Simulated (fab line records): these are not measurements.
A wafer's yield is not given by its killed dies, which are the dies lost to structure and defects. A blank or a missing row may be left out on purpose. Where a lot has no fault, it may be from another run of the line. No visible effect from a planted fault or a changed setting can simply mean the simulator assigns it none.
Split-lot experiment    flow n5Finfet    on a route of 1938 steps: 7 lots, 39 wafers read

## THE SPLIT
At N5_FIN_CUT_ETCH_21 (etches SOC in N2/H2, target depth 219 nm, overetch 43.8 nm, time 523.5 s), the setting timeS was moved away from the recipe's 523.5 s on 12 of the 39 wafers read, by -23.3% to +15.6%. The other wafers ran this setting at the recipe's value.

The split's own step is where the reading is taken.

## THE READING
SiARC_of_FIN_CUT_COAT_19.thkNm (the simulator's own value, which no gauge read), in nm, at N5_FIN_CUT_ETCH_21 (etches SOC in N2/H2, target depth 219 nm, overetch 43.8 nm, time 523.5 s). There is no usual value for it anywhere in the file. The 27 wafers here that ran the recipe average 12.1 nm, standard deviation 0.28 nm.

wafer   tool, chamber at the split  timeS as run, s  against the recipe  SiARC_of_FIN_CUT_COAT_19.thkNm, nm  against lot-mates on the recipe
L075.1  rieDiel-06, 3               449.6            -14.1%              13.6                                +1.3
L075.2  rieDiel-06, 2               449.6            -14.1%              13.2                                +0.9
L075.3  rieDiel-06, 1,2             523.5            recipe              12.2                                -
L075.6  rieDiel-06, 1,2             523.5            recipe              12.2                                -
L075.4  rieDiel-06, 0               449.6            -14.1%              13.4                                +1.1
L075.5  rieDiel-06, 3               523.5            recipe              12.4                                -
L077.2  rieDiel-01, 2               523.5            recipe              12.2                                -
L077.5  rieDiel-01, 1,0             523.5            recipe              12                                  -
L077.6  rieDiel-01, 1,0             523.5            recipe              12                                  -
L081.1  rieDiel-06, 2               523.5            recipe              12.2                                -
L081.6  rieDiel-06, 2               523.5            recipe              12.2                                -
L081.2  rieDiel-06, 3,0,0,3         523.5            recipe              12.6                                -
L081.3  rieDiel-06, 3,0,0,3         523.5            recipe              12.6                                -
L081.4  rieDiel-06, 3,0,0,3         523.5            recipe              12.6                                -
L081.5  rieDiel-06, 3,0,0,3         523.5            recipe              12.6                                -
L082.1  rieDiel-01, 0,2             523.5            recipe              11.6                                -
L082.2  rieDiel-01, 0,2             523.5            recipe              11.6                                -
L082.3  rieDiel-01, 1               605.1            +15.6%              10.4                                -1.3
L082.4  rieDiel-01, 3               605.1            +15.6%              11                                  -0.7
L082.6  rieDiel-01, 3               605.1            +15.6%              11                                  -0.7
L082.5  rieDiel-01, 0               523.5            recipe              11.8                                -
L085.1  rieDiel-06, 3               523.5            recipe              12.2                                -
L085.2  rieDiel-06, 2               401.5            -23.3%              13.8                                +1.7
L085.3  rieDiel-06, 1               523.5            recipe              12                                  -
L085.6  rieDiel-06, 1               523.5            recipe              12                                  -
L085.4  rieDiel-06, 0               401.5            -23.3%              14                                  +1.9
L085.5  rieDiel-06, 0               401.5            -23.3%              14                                  +1.9
L087.1  rieDiel-02, 1               523.5            recipe              12                                  -
L087.2  rieDiel-02, 0,2,2           523.5            recipe              12.2                                -
L087.4  rieDiel-02, 0,2,2           523.5            recipe              12.2                                -
L087.5  rieDiel-02, 0,2,2           523.5            recipe              12.2                                -
L087.3  rieDiel-02, 3               523.5            recipe              11.8                                -
L087.6  rieDiel-02, 3               523.5            recipe              11.8                                -
L097.1  rieDiel-01, 3               567.5            +8.4%               11.8                                -0.1
L097.6  rieDiel-01, 3               567.5            +8.4%               11.8                                -0.1
L097.2  rieDiel-01, 1               523.5            recipe              12                                  -
L097.3  rieDiel-01, 2,0             523.5            recipe              11.8                                -
L097.4  rieDiel-01, 2,0             523.5            recipe              11.8                                -
L097.5  rieDiel-01, 2               567.5            +8.4%               11.2                                -0.7
Rows listing several chambers each stand for several wafers; the file does not say which wafer went through which chamber.

THE FIT
A straight line over all 39 wafers: SiARC_of_FIN_CUT_COAT_19.thkNm changes by -0.0807 nm for each +1% of timeS; r = -0.93; the points scatter about the line by 0.28 nm.
The same after taking each lot's own level away (the mean of its wafers on the recipe; 39 wafers): -0.0704 nm for each +1%; r = -0.95; scatter 0.21 nm.
On that fit, the largest move of timeS shifts the reading by 1.6 nm.
The lots' own levels span 11.67 to 12.47 nm, that is 2.8 times the standard deviation above.
Thus the slope moves with the lot-to-lot level: the two fits are different.
Check: for one of the wafers moved furthest among these (-23.3%), held out of the fit, the line's prediction against its lot-mates is +1.71 nm. It came out at +1.73 nm against them.

## FURTHER SPLITS ON THESE WAFERS
Other splits were also applied to these wafers ahead of the reading. Each is held against what the fit with the lots' levels taken away leaves over:
other split on the same wafers        wafers away from the commonest value  r with SiARC_of_FIN_CUT_COAT_19.thkNm (lot level and that fit taken away)
N5_PMOS_HMC_CHANNEL_EPI_EPI_20 tempC  9                                     -0.03

## THE FILE'S OWN FIT
SiARC_of_FIN_CUT_COAT_19.thkNm changes by -0.0713 nm for each +1% of timeS, r = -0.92.
